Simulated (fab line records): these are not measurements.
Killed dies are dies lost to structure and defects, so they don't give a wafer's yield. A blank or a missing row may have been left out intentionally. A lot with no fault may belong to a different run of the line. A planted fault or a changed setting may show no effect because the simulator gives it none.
Comparing a struck lot with a sound one || flow n5 finfet || 14 steps out of a route of 1938
Sound: wafers L937.2, L937.3, L937.6. Struck: wafers L933.5, L933.6. (L933.4 of the same lot was not struck and is left out.) The cause comes at the end.
At each step with rows: each side's tool, then ch and its chambers, then its first start. Under that, the readings that differ: sound wafers || struck wafers || difference of the means || sigmas: that difference in standard deviations of wafers without a fault.
alike: words and numbers the same on both sides, and readings whose means are apart by under 2 such deviations; not compared: readings that were withheld, readings missing a value for some wafer, numbers with overlapping values and no deviation given by the record, and bounds like >300 which may hide the same value.
The two part at a step that has a row with sigmas, a row that says differs or no value, or rows on one side only. When numbers do not overlap yet have no deviation, they are printed without sigmas and do not part them. A reading missing from all wafers of one side parts the sides only when that side holds two or more wafers.

N5_MOL_CONTACT_COAG_SPUTTER_143: material Co, target thk 2.5 nm.
  struck on pvd sputter-01, day 8 08:02; sound on pvd sputter-03, day 9 06:38
  alike: throttle valve pct
N5_MOL_CONTACT_COAG_CO_FILL_22: material Co, precursor CCTBA/H2, target thk 20 nm.
  sound on cvd co-01 ch 0,1, day 9 06:46; struck on cvd co-02 ch 0,2, day 8 08:27
  alike: heater power w
N5_MOL_CONTACT_COAG_ANNEAL_113: time 300 s.
  sound on rtp anneal-02 ch 0, day 9 07:35; struck on rtp anneal-01 ch 0, day 8 09:23
{"reading": "lamp power pct (%)", "sound": "2.887 2.887 2.882", "struck": "2.852 2.849", "difference": -0.035, "sigmas": -2}
{"reading": "wafer_temp_C_max", "sound": "401.6 401.6 401.6", "struck": "403.5 402.6", "difference": "+1.4", "sigmas": "+3"}
  alike: anneal temp c max, lamp_zone_3_pct, lamp_zone_5_pct
then, 4 steps without rows for these wafers: N5_MOL_CONTACT_COAG_PRE_CLEAN_142 (time 60 s); N5_MOL_CONTACT_COAG_SPUTTER_130 (material Co, target thk 47.5 nm); N5_MOL_CONTACT_COAG_PRECLEAN_125 (cleans in DIW, time 57.5 s); N5_MOL_CONTACT_COAG_SRD_126 (dry time 32 s).
N5_MOL_CONTACT_COAG_CMP_23: polishes, stops on SiO2, t overpolish 1.5 s, target thk 0 nm.
  sound on cmp-01 ch 0,1,2, day 9 10:32; struck on cmp-02 ch 0,3, day 8 12:26
  alike: motor current A, overpolish run s, time to endpoint s
  not compared: pad life wafers
then, 2 steps without rows for these wafers: N5_MOL_CONTACT_COAG_WET_ETCH_26 (target Co, target depth 13 nm); N5_MOL_CONTACT_COAG_WET_ETCH_116 (etches the open film in SC1-inhibited, target depth 4.6 nm, rinse time 30 s).
N5_MOL_CONTACT_COAG_ALD_27: deposits SiOC, target thk 17 nm, pulse time 1.5 s, time 2720 s.
  sound on ald sin-02 ch 0,2,3, day 9 11:22; struck on ald sin-04 ch 1,2, day 8 13:58
{"reading": "ald cycles", "sound": "340 340 340", "struck": "355 355", "difference": "+15", "sigmas": ""}
{"reading": "run length s (s)", "sound": "2770.0 2770.0 2770.5", "struck": "2889.8 2889.3", "difference": "+119.4", "sigmas": "+99 or more"}
{"reading": "time s (s)", "sound": "2720 2720 2720", "struck": "2840 2840", "difference": "+120", "sigmas": ""}
{"reading": "model.SiOC_of_MOL_CONTACT_COAG_ALD_27.thk nm (nm)", "sound": "17 17.2 17", "struck": "17.8 17.8", "difference": "+0.7", "sigmas": ""}
  alike: heater power w, precursor pulse height rel
N5_MOL_CONTACT_COAG_CMP_28: polishes, stops on SiNx, t overpolish 0.85 s, target thk 14.522 nm.
  sound on cmp-02 ch 1,2,3, day 9 12:56; struck on cmp-02 ch 1,2, day 8 14:48
  alike: motor current A, time to endpoint s
  not compared: pad life wafers
-- here the record skips 3 days between the struck wafers' starts before and after, leaving off in module MOL_CONTACT_COAG and picking up in module BEOL_M4 (first step shown: number 1111 of the route) --
N5_BEOL_M4_RC_MEAS_101:
  sound on prober-01 ch 0, day 13 04:15; struck on prober-02 ch 0, day 11 12:38
{"reading": "ION_N (uA/um)", "sound": "687 685 674", "struck": "629 662", "difference": -36, "sigmas": -2}
{"reading": "ION_P (uA/um)", "sound": "460 474 473", "struck": "436 457", "difference": -22, "sigmas": -2}
{"reading": "VT_N (mV)", "sound": "249 247 250", "struck": "262 253", "difference": "+9", "sigmas": "+2"}
  alike: DIBL_N, DIBL_P, IOFF_N, IOFF_P, SS_N, SS_P, VT_P
N5_PASSIVATION_PROBE_49:
  rows exist in the record for the sound wafers here (prober-02, day 17 07:28), none for the struck ones

== WHERE THEY PART ==
First at N5_MOL_CONTACT_COAG_ANNEAL_113; last, within this record, at N5_PASSIVATION_PROBE_49.

WHY: what had been put in by the simulator
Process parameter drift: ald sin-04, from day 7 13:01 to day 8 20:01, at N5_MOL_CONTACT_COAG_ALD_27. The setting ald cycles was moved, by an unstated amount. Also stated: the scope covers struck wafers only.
